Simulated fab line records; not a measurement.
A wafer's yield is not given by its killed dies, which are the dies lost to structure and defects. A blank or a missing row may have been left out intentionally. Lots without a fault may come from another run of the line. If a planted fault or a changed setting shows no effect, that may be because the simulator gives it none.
Chamber matching || flow n5-finfet || rie-diel-01 running N5_BEOL_M14_TRENCH_ETCH_34: 4 sister chambers
The step etches SiO2 in C4F8/O2/Ar, target depth 556.65 nm, time 126.9 s. 4 wafers are shown with their chamber, then 8 later ones without.

== WAFERS, EACH WITH ITS CHAMBER ==
{"wafer": "L086.4", "chamber": 0, "throttle-valve-pct (%)": 30.51}
{"wafer": "L088.1", "chamber": 3, "throttle-valve-pct (%)": 31.03}
{"wafer": "L088.5", "chamber": 2, "throttle-valve-pct (%)": 30.97}
{"wafer": "L092.2", "chamber": 1, "throttle-valve-pct (%)": 30.65}

== WAFERS WITHOUT THEIR CHAMBER ==
{"wafer": "L092.4", "throttle-valve-pct (%)": 30.66}
{"wafer": "L092.5", "throttle-valve-pct (%)": 30.50}
{"wafer": "L095.1", "throttle-valve-pct (%)": 30.97}
{"wafer": "L095.3", "throttle-valve-pct (%)": 30.53}
{"wafer": "L095.6", "throttle-valve-pct (%)": 30.68}
{"wafer": "L096.2", "throttle-valve-pct (%)": 30.53}
{"wafer": "L096.3", "throttle-valve-pct (%)": 30.69}
{"wafer": "L096.5", "throttle-valve-pct (%)": 30.52}

== WHICH CHAMBER EACH WENT THROUGH ==
{"wafer": "L092.4", "from the rows above": 1, "in truth": 1}
{"wafer": "L092.5", "from the rows above": 0, "in truth": 0}
{"wafer": "L095.1", "from the rows above": 2, "in truth": 2}
{"wafer": "L095.3", "from the rows above": 0, "in truth": 0}
{"wafer": "L095.6", "from the rows above": 1, "in truth": 1}
{"wafer": "L096.2", "from the rows above": 0, "in truth": 0}
{"wafer": "L096.3", "from the rows above": 1, "in truth": 1}
{"wafer": "L096.5", "from the rows above": 0, "in truth": 0}
Correct placement for 8 of the 8. Not placeable from these rows: 0. Placed wrongly: 0.
How it was worked out, from the rows above alone: a wafer's distance from a chamber is the root of the sum, over the readings, of the square of ((its reading less the chamber's mean) divided by the reading's scatter). The wafer belongs to the nearest chamber; if the next one is less than 2 further off, it can't be placed. The mean given for a chamber averages the wafers shown for that chamber. The scatter: with one shown wafer a chamber, the root of the mean of the squares of how far each hidden wafer lies from its nearest shown one.
